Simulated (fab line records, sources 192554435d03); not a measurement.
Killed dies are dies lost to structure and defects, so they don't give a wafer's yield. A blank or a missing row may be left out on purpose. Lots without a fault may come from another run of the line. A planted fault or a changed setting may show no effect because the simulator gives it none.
A struck lot beside a sound one | flow n5_finfet | 26 steps out of a route of 1938
Sound: wafers L757.2, L757.4, L757.6. Struck: wafers L761.2, L761.5. (L761.3 of the same lot was not struck and is left out.) The cause comes at the end.
At each step with rows: each side's tool, then ch and its chambers, then its first start. Under that, the readings that differ: sound wafers | struck wafers | difference of the means | sigmas: that difference in standard deviations of wafers without a fault.
alike: readings whose means differ by less than 2 such deviations, and words and numbers that are the same on both sides. not compared: withheld readings, readings that some wafer has no value for, bounds like >300 that may hide the same value, and numbers for which the record gives no deviation and whose values overlap.
The two part at a step that has a row with sigmas, a row that says differs or no value, or rows on one side only. Numbers that don't overlap but have no deviation are shown without sigmas and don't part them. A reading that every wafer of one side lacks parts them only if that side has two wafers or more.

first, 11 steps without rows for these wafers: N5_BEOL_M14_ETCH_59 (etches BARC in N2/H2, target depth 89 nm, overetch 26.7 nm, time 67.9 s); N5_BEOL_M14_VIA_ETCH_16 (etches SiO2 in C4F8/O2/Ar, target depth 1231.3 nm); N5_BEOL_M14_STRIP_63 (strips in O2); N5_BEOL_M14_STRIP_64 (strips in O2); N5_BEOL_M14_STRIP_71 (strips in post etch residue remover, time 60 s); N5_BEOL_M14_SRD_72 (time 30 s, dry time 30 s); N5_BEOL_M14_COAT_65 (time 60 s, resist thk 450 nm); N5_BEOL_M14_COAT_66 (time 60 s, resist thk 110 nm); N5_BEOL_M14_COAT_22 (resist thk 300 nm); N5_BEOL_M14_EBR_24; N5_BEOL_M14_SOFTBAKE_23 (time 60 s).
N5_BEOL_M14_EXPOSE_25: exposes mask M14, target cd 280 nm.
  sound on krf_scanner-01 ch 0, day 11 08:29; struck on krf_scanner-01 ch 0, day 12 21:08
  alike: mask
then, 3 steps without rows for these wafers: N5_BEOL_M14_PEB_26 (peb time 90 s); N5_BEOL_M14_DEVELOP_27 (develop time 45 s); N5_BEOL_M14_HARDBAKE_32 (time 120 s).
N5_BEOL_M14_CD_MEAS_28: target cd 284.4 nm.
  sound on cd_sem-01 ch 0, day 11 08:39; struck on cd_sem-03 ch 0, day 12 21:19
  reading    | sound             | struck      | difference | sigmas
  cd_nm (nm) | 286.0 284.2 284.2 | 291.8 293.4 | +7.8       | +5
N5_BEOL_M14_DESCUM_33: chemistry O2, time 7.9 s.
  sound on rie_diel-03 ch 0,3, day 11 08:44; struck on rie_diel-03 ch 0,3, day 12 21:34
  reading                   | sound             | struck    | difference | sigmas
  model.BEOL_M14.cd_nm (nm) | 285.6 284.2 284.2 | 292 293.2 | +8         |
  alike: bias_power_w, drypump_motor_current_A, oes_product_au, rf_vpp_V, showerhead_plenum_p_Torr, throttle_valve_pct
  not compared: rf_hours_counter_h
then, 6 steps without rows for these wafers: N5_BEOL_M14_ETCH_67 (etches SiARC in CF4, target depth 143 nm, time 238.3 s); N5_BEOL_M14_ETCH_68 (etches SOC in N2/H2, time 450 s); N5_BEOL_M14_STRIP_69 (strips in N2/H2); N5_BEOL_M14_TRENCH_ETCH_34 (etches SiO2 in C4F8/O2/Ar, target depth 556.65 nm, time 126.9 s); N5_BEOL_M14_STRIP_70 (strips in C4F8/O2/Ar); N5_BEOL_M14_STRIP_37 (strips in O2).
N5_BEOL_M14_ETCH_38: etches SiCN in CF4/N2, target depth 106.5 nm, time 120.6 s.
  sound on rie_diel-04 ch 0,3; struck on rie_diel-04 ch 2
  reading                   | sound             | struck    | difference | sigmas
  oes_product_au (a.u.)     | 0.81 0.82 0.73    | 0.96 0.96 | +0.17      | +3
  model.BEOL_M14.cd_nm (nm) | 283.4 280.6 280.8 | 289 290.4 | +8         |
  alike: drypump_motor_current_A, rf_vpp_V, showerhead_plenum_p_Torr, throttle_valve_pct
  not compared: rf_hours_counter_h
then, 1 step without rows for these wafers: N5_BEOL_M14_PRECLEAN_39 (cleans in residue remover, time 60 s).
N5_PASSIVATION_PROBE_49:
  sound on prober-01, day 12 09:02; struck on prober-02, day 13 22:30
  reading                  | sound          | struck    | difference | sigmas
  defect_limited_yield (%) | 88.1 90.0 90.2 | 91.8 92.5 | +2.7       | +2
  killed_dies              | 141 118 116    | 97 88     | -32        | -2
  killed_open              | 106 74 88      | 56 52     | -35        | -3
  sort_bin_6_memory (%)    | 4.2 4.3 4.1    | 2.2 2.9   | -1.7       | -3
  sort_n_pass              | 1039 1062 1064 | 1083 1092 | +32        | +2
  sort_yield_pct (%)       | 88.1 90.0 90.2 | 91.8 92.5 | +2.7       | +2
  alike: killed_at_M0_to_M3, killed_at_M4_up, killed_at_contacts, killed_at_front_end, killed_at_other, killed_short, sort_bin_5_function

WHERE THEY PART
First at N5_BEOL_M14_CD_MEAS_28; last, within this record, at N5_PASSIVATION_PROBE_49.

WHY: what the simulator had put in
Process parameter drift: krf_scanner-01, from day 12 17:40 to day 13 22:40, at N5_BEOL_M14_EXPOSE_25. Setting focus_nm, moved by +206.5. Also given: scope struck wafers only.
